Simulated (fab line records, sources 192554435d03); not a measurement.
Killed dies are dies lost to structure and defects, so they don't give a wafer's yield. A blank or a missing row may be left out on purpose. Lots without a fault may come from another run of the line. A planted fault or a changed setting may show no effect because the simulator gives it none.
Chamber matching | flow n5_finfet | N5_BEOL_M7_DESCUM_33 on rie_diel-03: 4 sister chambers
The step chemistry O2, time 7 s. 14 wafers are shown with their chamber, then 7 later ones without.

WAFERS WITH THEIR CHAMBER
wafer  | chamber | drypump_motor_current_A (A) | throttle_valve_pct (%) | oes_product_au (a.u.)
L076.2 | 0       | 6.2                         | 20.15                  | 0.92
L076.3 | 3       | 5.4                         | 20.62                  | 0.75
L076.5 | 1       | 5.1                         | 20.24                  | 0.82
L077.4 | 0       | 6.2                         | 20.17                  | 0.90
L077.5 | 3       | 5.4                         | 20.64                  | 0.75
L077.6 | 2       | 5.7                         | 20.15                  | 0.70
L079.2 | 0       | 6.3                         | 20.16                  | 0.90
L079.5 | 3       | 5.4                         | 20.64                  | 0.74
L079.6 | 2       | 5.7                         | 20.18                  | 0.70
L080.2 | 2       | 5.7                         | 20.17                  | 0.70
L080.3 | 3       | 5.4                         | 20.67                  | 0.74
L080.6 | 2       | 5.7                         | 20.16                  | 0.70
L084.2 | 3       | 5.4                         | 20.66                  | 0.74
L084.3 | 1       | 5.1                         | 20.25                  | 0.80

SIGNATURES (means of the wafers above)
reading                 | chamber 0 | chamber 1 | chamber 2 | chamber 3 | scatter within a chamber
drypump_motor_current_A | 6.233     | 5.100     | 5.700     | 5.400     | 0.0258
throttle_valve_pct      | 20.1600   | 20.2450   | 20.1650   | 20.6460   | 0.0151
oes_product_au          | 0.9067    | 0.8100    | 0.7000    | 0.7440    | 0.00766
Rule: a wafer's distance from a chamber is the root of the sum, over the readings, of the square of ((its reading less the chamber's mean) divided by the reading's scatter). The wafer belongs to the nearest chamber; if the next one is less than 2 further off, it can't be placed. The scatter: the root of (the sum of the squares of (reading less its chamber's mean) over the shown wafers, divided by (wafers less chambers)).

WAFERS WITHOUT THEIR CHAMBER
wafer  | drypump_motor_current_A (A) | throttle_valve_pct (%) | oes_product_au (a.u.)
L084.4 | 5.8                         | 20.19                  | 0.69
L091.1 | 5.4                         | 20.68                  | 0.72
L091.3 | 5.1                         | 20.26                  | 0.78
L091.6 | 5.7                         | 20.18                  | 0.68
L094.1 | 5.1                         | 20.29                  | 0.76
L094.2 | 6.3                         | 20.20                  | 0.85
L094.3 | 5.4                         | 20.68                  | 0.71

WHICH CHAMBER EACH WENT THROUGH
wafer  | from the rows above | in truth
L084.4 | 2                   | 2
L091.1 | 3                   | 3
L091.3 | 1                   | 1
L091.6 | 2                   | 2
L094.1 | 1                   | 1
L094.2 | 0                   | 0
L094.3 | 3                   | 3
Placed correctly: 7 of 7. Can't be placed from these rows: 0. Placed wrongly: 0.
